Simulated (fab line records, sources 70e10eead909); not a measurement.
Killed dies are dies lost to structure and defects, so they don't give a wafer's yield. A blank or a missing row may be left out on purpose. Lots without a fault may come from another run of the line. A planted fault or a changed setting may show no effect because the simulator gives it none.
Chamber matching | flow nand_harc | NHARC_A_DECK1_JOINT_CMP_13 on cmp-03: 3 sister chambers
The step polishes, target thk 51.023 nm. 5 wafers are shown with their chamber, then 4 later ones without.

WAFERS WITH THEIR CHAMBER
wafer  | chamber | motor_current_A (A) | time_to_endpoint_s (s)
L077.4 | 2       | 11.9                | 10.7
L083.1 | 1       | 13.0                | 8.9
L083.6 | 3       | 12.1                | 8.0
L091.2 | 3       | 11.5                | 8.4
L091.3 | 1       | 13.5                | 9.7

WAFERS WITHOUT THEIR CHAMBER
wafer  | motor_current_A (A) | time_to_endpoint_s (s)
L091.5 | 11.5                | 10.2
L095.1 | 11.4                | 9.3
L097.1 | 13.1                | 10.1
L097.2 | 11.9                | 11.2

WHICH CHAMBER EACH WENT THROUGH
wafer  | from the rows above     | in truth
L091.5 | 2                       | 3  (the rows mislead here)
L095.1 | can't be placed: 3 or 2 | 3
L097.1 | can't be placed: 1 or 2 | 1
L097.2 | 2                       | 2
Placed correctly: 1 of 4. Can't be placed from these rows: 2 (the true chamber is among the candidates in 2). Placed wrongly: 1.
How it was worked out, from the rows above alone: a wafer's distance from a chamber is the root of the sum, over the readings, of the square of ((its reading less the chamber's mean) divided by the reading's scatter). The wafer belongs to the nearest chamber; if the next one is less than 2 further off, it can't be placed. A chamber's mean is the mean of its shown wafers. The scatter: the root of (the sum of the squares of (reading less its chamber's mean) over the shown wafers, divided by (wafers less chambers)).
